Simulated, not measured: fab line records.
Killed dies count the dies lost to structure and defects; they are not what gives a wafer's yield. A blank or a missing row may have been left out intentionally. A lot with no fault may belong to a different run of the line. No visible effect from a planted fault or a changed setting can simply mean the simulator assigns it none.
fab line records | flow n5Finfet
[record] lots = 9 wafers = 24 lastDay = 19
route steps=1938 shown MOL_CONTACT_COAG@603 BEOL_M0_SAQP@635 BEOL_M0@715 BEOL_M4@1111 PASSIVATION@1936
lots that met no fault: from a run of the same line without faults
startH: hours from the record's opening day to when the first of the lot's shown wafers began | waitH: hours elapsed since this lot's preceding step | " identical to the entry in the row above | L1.1+2: a single row standing in for several wafers | - no value, or no start was given | * or withheld: withheld | < > ~ a bound
route shown NAME@n: a module of which the file shows steps, and the number in the route of the first | usual: the fault-free wafers' mean and standard deviation | same: alike in all rows | chamber/n: place in a boat | sites: readings site by site | _std_site: standard deviation across them | _edge_site: the outer-site mean with the inner-site mean subtracted | radiusMm: for every site, how far away it sits from the centre of the wafer | mask NAME#n: copy n | behind: the most recent tool/chamber to have shaped the wafer | hold: reason for holding the lot/hours on hold/outcome of the hold | device: transistor that didn't switch, given as n, p or np | end of line: tests of these same wafers at the route's end | where a step has no rows: the recipe by itself | killed: dies lost to structure and defects at the first sort, not the wafer's yield | map: per-die view of a wafer (x killed, . not killed, _ where there is no die)
set.NAME: the setting the step ran with; set.NAME@STEP: the setting that earlier step ran with | model.NAME: the simulator's own value behind a step, which no gauge read
steps of the route over a sample of lots; a table a step, a row a wafer
services: when a tool's chamber went out of use (startH, in hours from the record's first day, below 0 if earlier), for how many hours, and the reason
[[steps]]
[step N5_MOL_CONTACT_COAG_OVL_MEAS_41]
[recipe] pointsPerWafer = 522
[usual] VD_OVL = -0.1/0.64
// columns lot.wafer tool chamber startH waitH VD_OVL[nm]
L605.3 overlay-01 0 112.99 0.0 -0.3
L605.6 " 0 " " -0.4
L606.1 overlay-02 0 117.74 0.0 -0.3
L606.5 " 0 " " -0.2
L607.1 overlay-02 0 123.49 0.0 -0.8
L607.3 " 0 " " -0.5
L607.5 " 0 " " -0.8
L609.2 overlay-02 0 136.67 0.0 0.1
L609.5 " 0 " " -0.7
L609.6 " 0 " " -0.2
L619.4 overlay-01 0 196.76 0.0 0.4
L619.5 " 0 " " 0.8
L619.6 " 0 " " 0.0
L620.2 overlay-02 0 202.75 0.0 0.3
L620.4 " 0 " " 0.7
L624.1 overlay-01 0 221.81 0.0 0.2
L624.3 " 0 " " -0.8
L624.5 " 0 " " 0.9
L625.1 overlay-01 0 238.34 0.0 -1.5
L625.5 " 0 " " 0.5
L625.6 " 0 " " 1.5
L626.1 overlay-02 0 239.36 0.0 -0.3
L626.3 " 0 " " 0.3
L626.5 " 0 " " -0.1
[step N5_MOL_CONTACT_COAG_CD_MEAS_101]
[recipe] targetCdNm = 16
[usual] cdNm = 16.0/0.32
// columns lot.wafer tool chamber startH waitH cdNm
L605.3 cdSem-01 - 113.89 0.0 16.1
L605.6 " - " " 16.1
L606.1 cdSem-02 - 118.70 0.0 16.3
L606.5 " - " " 16.4
L607.1 cdSem-03 - 124.79 0.0 16.1
L607.3 " - " " 15.9
L607.5 " - " " 14.9
L609.2 cdSem-03 - 137.96 0.0 16.6
L609.5 " - " " 16.9
L609.6 " - " " 16.0
L619.4 cdSem-02 - 197.69 0.0 15.9
L619.5 " - " " 15.8
L619.6 " - " " 15.7
L620.2 cdSem-02 - 203.85 0.0 16.1
L620.4 " - " " 16.2
L624.1 cdSem-02 - 222.73 0.0 16.2
L624.3 " - " " 16.1
L624.5 " - " " 16.5
L625.1 cdSem-03 - 239.25 0.0 16.1
L625.5 " - " " 16.3
L625.6 " - " " 16.0
L626.1 cdSem-01 - 240.94 0.0 16.2
L626.3 " - " " 15.8
L626.5 " - " " 15.8
[step N5_MOL_CONTACT_COAG_CVD_140]
[recipe] material = W targetThkA = 665 mode = selectiveFill tempC = 300 timeS = 215
[usual] heaterPowerOuterW = 275/23 heaterPowerW = 486/50
// columns lot.wafer tool chamber startH waitH heaterPowerOuterW heaterPowerW
L605.3 cvdW-01 0 114.10 0.1 301 517
L605.6 " 0 " " 303 517
L606.1 cvdW-01 0 118.83 0.1 305 506
L606.5 " 0 " " 299 500
L607.1 cvdW-01 0 124.92 0.1 311 503
L607.3 " 0 " " 306 512
L607.5 " 1 " " 230 407
L609.2 cvdW-02 1 138.09 0.1 284 532
L609.5 " 1 " " 288 543
L609.6 " 0 " " 269 452
L619.4 cvdW-02 0 197.90 0.1 268 457
L619.5 " 0 " " 274 453
L619.6 " 1 " " 287 542
L620.2 cvdW-02 1 203.98 0.1 286 542
L620.4 " 1 " " 283 532
L624.1 cvdW-01 1 222.86 0.1 232 400
L624.3 " 0 " " 312 513
L624.5 " 0 " " 304 517
L625.1 cvdW-01 0 239.38 0.1 309 508
L625.5 " 0 " " 310 512
L625.6 " 1 " " 234 408
L626.1 cvdW-02 0 241.07 0.1 269 452
L626.3 " 0 " " 268 455
L626.5 " 1 " " 293 545
[step N5_BEOL_M0_SAQP_PECVD_03]
[recipe] material = SiCN targetThkA = 120 tempC = withheld precursor = 3MS/NH3 pressureTorr = 3 rfW = 202 timeS = 21.1
[usual] chamberPressureTorr = 3.000/0.0067 runLengthS = 51.5/0.53 showerheadPlenumPTorr = 3.662/0.018 throttleValvePct = 8.9/0.33
// columns lot.wafer tool chamber startH waitH chamberPressureTorr runLengthS showerheadPlenumPTorr throttleValvePct
L605.3 pecvd-04 0 120.74 0.1 3.005 52.3 3.673 9.4
L605.6 " 1 " " 3.004 51.5 3.655 9.3
L606.1 pecvd-04 2 123.48 0.1 2.999 51.6 3.679 8.4
L606.5 " 2 " " 3.001 50.9 3.676 8.5
L607.1 pecvd-04 0 129.16 0.1 3.001 53.8 3.679 9.4
L607.3 " 2 " " 3.000 51.0 3.685 8.6
L607.5 " 2 " " 2.999 51.3 3.683 8.6
L609.2 pecvd-04 1 143.31 0.1 3.010 51.2 3.655 9.3
L609.5 " 0 " " 3.002 53.0 3.677 9.1
L609.6 " 2 " " 2.997 53.3 3.684 8.8
L619.4 pecvd-03 1 204.19 0.1 3.011 50.6 3.671 9.0
L619.5 " 2 " " 3.002 51.1 3.624 8.7
L619.6 " 0 " " 3.013 51.6 3.654 8.8
L620.2 pecvd-01 0 210.15 0.1 2.985 51.5 3.690 8.4
L620.4 " 1 " " 2.994 51.4 3.661 9.4
L624.1 pecvd-04 1 227.46 0.1 2.997 51.5 3.660 9.3
L624.3 " 0 " " 2.987 51.9 3.693 9.2
L624.5 " 0 " " 3.003 51.9 3.688 9.5
L625.1 pecvd-04 0 243.60 0.1 2.999 52.2 3.683 9.3
L625.5 " 2 " " 3.007 51.4 3.687 8.3
L625.6 " 1 " " 3.000 51.1 3.670 9.3
L626.1 pecvd-04 1 249.11 0.1 2.990 51.2 3.658 9.2
L626.3 " 1 " " 3.008 52.1 3.651 9.3
L626.5 " 2 " " 3.009 51.1 3.683 8.5
[step N5_BEOL_M0_ETCH_138]
[recipe] chemistry = CH3F/O2 targetDepthA = 120 target = SiCN timeS = 31.6 ionEnergyEv = 120 pressureMtorr = 30 sourceW = 395 biasW = 75 Ar_flow_sccm = 150 CH3F_flow_sccm = 30 O2_flow_sccm = 20 ends = cleared
[usual] drypumpMotorCurrentA = 5.5/0.43 etchRfOnTimeS = 29.0/0.92 mfcArSccm = 150.0/0.43 oesProductAu = 0.72/0.073 rfVppV = 297.5/1.6 showerheadPlenumPTorr = 2.01/0.071 throttleValvePct = 16.25/0.23
// columns lot.wafer tool chamber startH waitH drypumpMotorCurrentA etchRfOnTimeS mfcArSccm oesProductAu rfHoursCounterH rfVppV showerheadPlenumPTorr throttleValvePct
L605.3 rieDiel-04 1 127.35 0.0 6.5 27.3 150.4 0.77 29 296.7 1.97 16.49
L605.6 " 1 " " 6.5 27.3 149.6 0.78 - 296.9 1.97 16.50
L606.1 rieDiel-04 1 130.38 0.0 6.5 27.7 150.5 0.77 31 296.1 1.97 16.50
L606.5 " 1 " " 6.5 28.0 150.2 0.77 - 297.4 1.96 16.49
L607.1 rieDiel-04 2 137.14 0.0 5.4 32.4 150.6 0.71 76 298.5 2.03 16.00
L607.3 " 1 " " 6.5 28.0 149.5 0.76 33 295.7 1.96 16.50
L607.5 " 0 " " 5.1 29.0 150.0 0.59 - 297.7 1.98 16.72
L609.2 rieDiel-03 2 150.24 0.0 5.6 28.1 150.8 0.66 114 296.1 1.93 16.40
L609.5 " 2 " " 5.6 28.3 150.1 0.67 - 296.7 1.93 16.39
L609.6 " 1 " " 5.3 32.0 149.3 0.79 - 299.7 2.14 15.95
L619.4 rieDiel-03 2 211.20 0.0 5.6 30.1 150.6 0.65 132 297.0 1.92 16.44
L619.5 " 2 " " 5.6 30.4 150.6 0.65 - 295.1 1.93 16.45
L619.6 " 1 " " 5.3 29.0 149.5 0.75 - 300.6 2.13 15.96
L620.2 rieDiel-01 0 216.64 0.0 5.5 29.7 150.0 0.76 27 297.2 1.97 16.22
L620.4 " 1 " " 5.2 30.1 150.4 0.78 - 297.7 2.04 16.06
L624.1 rieDiel-01 0 233.72 0.0 5.5 27.8 149.7 0.75 35 296.0 1.97 16.22
L624.3 " 1 " " 5.3 27.9 150.5 0.76 21 298.0 2.04 16.08
L624.5 " 1 " " 5.3 28.4 150.7 0.75 - 298.1 2.04 16.08
L625.1 rieDiel-01 1 250.00 0.0 5.2 27.7 150.1 0.76 27 299.4 2.04 16.08
L625.5 " 1 " " 5.2 28.7 149.6 0.76 - 299.1 2.04 16.09
L625.6 " 3 " " 5.0 28.8 150.5 0.74 - 298.3 2.03 16.09
L626.1 rieDiel-01 0 257.15 0.0 5.5 27.6 149.1 0.73 42 295.2 1.96 16.26
L626.3 " 2 " " 5.9 26.8 149.7 0.83 7 300.6 2.14 16.19
L626.5 " 0 " " 5.5 28.2 149.5 0.73 - 297.4 1.96 16.24
[step N5_BEOL_M4_RC_MEAS_101]
[usual] DIBL_N = 36.5/1.9 DIBL_P = 36.4/2.2 IOFF_N = 0.17/0.034 IOFF_P = 0.21/0.036 ION_N = 678/12 ION_P = 462/7.1 SS_N = 71.7/0.61 SS_P = 73.4/0.71 VT_N = 249/3.5 VT_P = -251/3
// columns lot.wafer tool chamber startH waitH DIBL_N[mV/V] DIBL_P[mV/V] IOFF_N[nA/um] IOFF_P[nA/um] ION_N[uA/um] ION_P[uA/um] SS_N[mV/dec] SS_P[mV/dec] VT_N[mV] VT_P[mV]
L607.1 prober-01 0 192.72 0.0 35.2 35.1 0.17 0.19 688 467 70.8 73.2 249 -251
L607.3 " 0 " " 34.2 34.7 0.15 0.20 675 464 70.5 72.9 249 -249
L607.5 " 0 " " 34.4 34.6 0.15 0.20 676 471 70.9 73.6 250 -248
L605.3 prober-02 0 204.51 0.3 39.2 39.0 0.22 0.23 689 462 72.0 74.0 246 -252
L605.6 " 0 " " 39.5 38.4 0.22 0.24 677 464 72.4 73.7 245 -252
L606.1 prober-01 0 208.65 0.0 32.0 31.3 0.11 0.16 660 462 70.6 72.4 256 -253
L606.5 " 0 " " 36.2 37.0 0.19 0.25 694 475 71.7 73.5 246 -248
L609.2 prober-01 0 213.71 0.2 38.0 36.3 0.18 0.21 679 458 71.9 73.6 250 -251
L609.5 " 0 " " 38.1 36.2 0.17 0.19 669 453 72.0 73.5 252 -255
L609.6 " 0 " " 36.9 36.1 0.16 0.21 676 461 71.0 73.4 248 -249
L619.4 prober-02 0 298.76 0.5 36.8 35.1 0.16 0.19 683 464 71.6 73.5 249 -251
L619.5 " 0 " " 39.3 38.0 0.19 0.25 680 468 72.0 74.0 248 -248
L619.6 " 0 " " 36.1 33.2 0.14 0.16 671 451 71.9 73.2 252 -255
L620.2 prober-01 0 299.99 0.2 36.4 37.1 0.16 0.21 674 459 71.1 73.2 250 -251
L620.4 " 0 " " 36.3 36.7 0.17 0.21 700 474 71.9 73.1 247 -251
L624.1 prober-01 0 308.03 0.2 37.5 38.5 0.20 0.21 690 465 73.0 74.2 247 -251
L624.3 " 0 " " 36.0 37.6 0.16 0.18 665 449 71.5 73.1 250 -254
L624.5 " 0 " " 35.6 37.0 0.16 0.19 686 466 71.1 73.4 248 -256
L625.1 prober-01 0 333.86 0.0 33.3 33.5 0.13 0.15 663 460 71.1 72.2 250 -253
L625.5 " 0 " " 37.5 38.2 0.19 0.21 677 459 72.0 73.9 248 -250
L625.6 " 0 " " 36.8 36.7 0.18 0.20 680 460 71.3 73.4 244 -252
L626.1 prober-01 0 347.71 0.0 36.4 35.3 0.16 0.21 669 459 71.8 73.7 250 -250
L626.3 " 0 " " 34.1 32.6 0.13 0.17 673 464 71.4 72.4 253 -253
L626.5 " 0 " " 34.1 32.6 0.13 0.18 676 466 71.1 73.0 251 -252
[step N5_PASSIVATION_PROBE_49]
[usual] defectLimitedYield = 91.0/1.5 killed_at_M0_to_M3 = 35/11 killed_at_M4_up = 13/5 killedAtContacts = 12/5.9 killedAtFrontEnd = 42/13 killedAtOther = 3/3.2 killedDies = 106/18 killedOpen = 69/13 killedShort = 35/8.9 sort_bin_5_function = 5.2/0.95 sort_bin_6_memory = 3.3/0.71 sortNPass = 1074/18 sortYieldPct = 91.0/1.5
[same] grossDies = 1180 killedAtBackSide = 0 sort_bin_4_leakage[%] = 0 sort_bin_8_speed[%] = 0
// columns lot.wafer tool chamber startH waitH defectLimitedYield[%] killed_at_M0_to_M3 killed_at_M4_up killedAtContacts killedAtFrontEnd killedAtOther killedDies killedOpen killedShort sort_bin_5_function[%] sort_bin_6_memory[%] sortNPass sortYieldPct[%]
L607.1 prober-01 - 320.38 0.0 90.8 31 7 12 52 7 109 68 31 4.9 3.2 1071 90.8
// killed by level:class
L607.1 STI_FIN_REVEAL:geometricParticle:open=13 MOL_CONTACT_COAG:geometricParticle:open=10 HKMG_FIN:areaEtch=10 FIN_SAQP:geometricParticle:short=8 BEOL_M2:geometricParticle:open=8 BEOL_M3:geometricParticle:open=8 GATE_CUT:geometricParticle:short=5 BEOL_M0_SAQP:geometricParticle:open=5
[[services]]
// columns tool chamber startH hours kind
pecvd-04 2 105.25 2.1 scheduledDown
rieDiel-03 - 111.08 2.8 pm
cvdW-02 - 112.02 2.7 repair
rieDiel-01 0 128.11 - clean
rieDiel-01 0 128.11 - consumableReplace:focusRing
rieDiel-03 1 141.39 6.8 repair
rieDiel-03 0 149.41 9.5 repair
rieDiel-01 1 153.53 - clean
rieDiel-01 1 153.53 - consumableReplace:focusRing
rieDiel-01 1 153.53 22.3 scheduledDown
rieDiel-01 1 153.53 22.3 ventCycle
rieDiel-04 2 165.85 1.5 repair
rieDiel-04 0 170.71 17.3 repair
rieDiel-01 3 183.63 4.1 repair
rieDiel-01 2 208.41 - clean
rieDiel-01 2 208.41 - consumableReplace:focusRing
rieDiel-01 2 208.41 - consumableReplace:showerhead
rieDiel-01 2 208.41 16.5 scheduledDown
cvdW-02 - 209.62 2.8 pm
pecvd-03 0 211.56 3.5 repair
pecvd-03 - 222.51 6.0 pm
rieDiel-01 - 238.21 2.8 pm
pecvd-04 0 245.24 6.4 repair
rieDiel-01 2 246.55 8.5 repair
[[key]]
[firstSign] step = N5_BEOL_M0_SAQP_PECVD_03 reading = runLengthS direction = up sigmas = 3.9 usual = * struck = *
[effect] step = N5_BEOL_M0_ETCH_138 reading = etchRfOnTimeS direction = up sigmas = 3.5 usual = * struck = *
metAt N5_BEOL_M0_SAQP_PECVD_03
struckLots L607,L609
struckWafers L607.1,L609.6
[baselineLoss] step = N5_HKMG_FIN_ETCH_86 wafers = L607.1
notActingAt N5_MOL_CONTACT_COAG_OVL_MEAS_41,N5_MOL_CONTACT_COAG_CD_MEAS_101,N5_MOL_CONTACT_COAG_CVD_140
onsetBetween 123.48 129.16
[fault] kind = processParameterDrift tool = pecvd-04 chamber = - onsetH = 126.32 steps = N5_BEOL_M0_SAQP_PECVD_03 channel = timeS offset = * shape = step endH = 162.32 scope = struckWafersOnly actsIn = * stated = *
// baselineLoss: these wafers lose ten dies or more at that step, a loss of the line's own and not of a fault; the sort's usual values leave them out
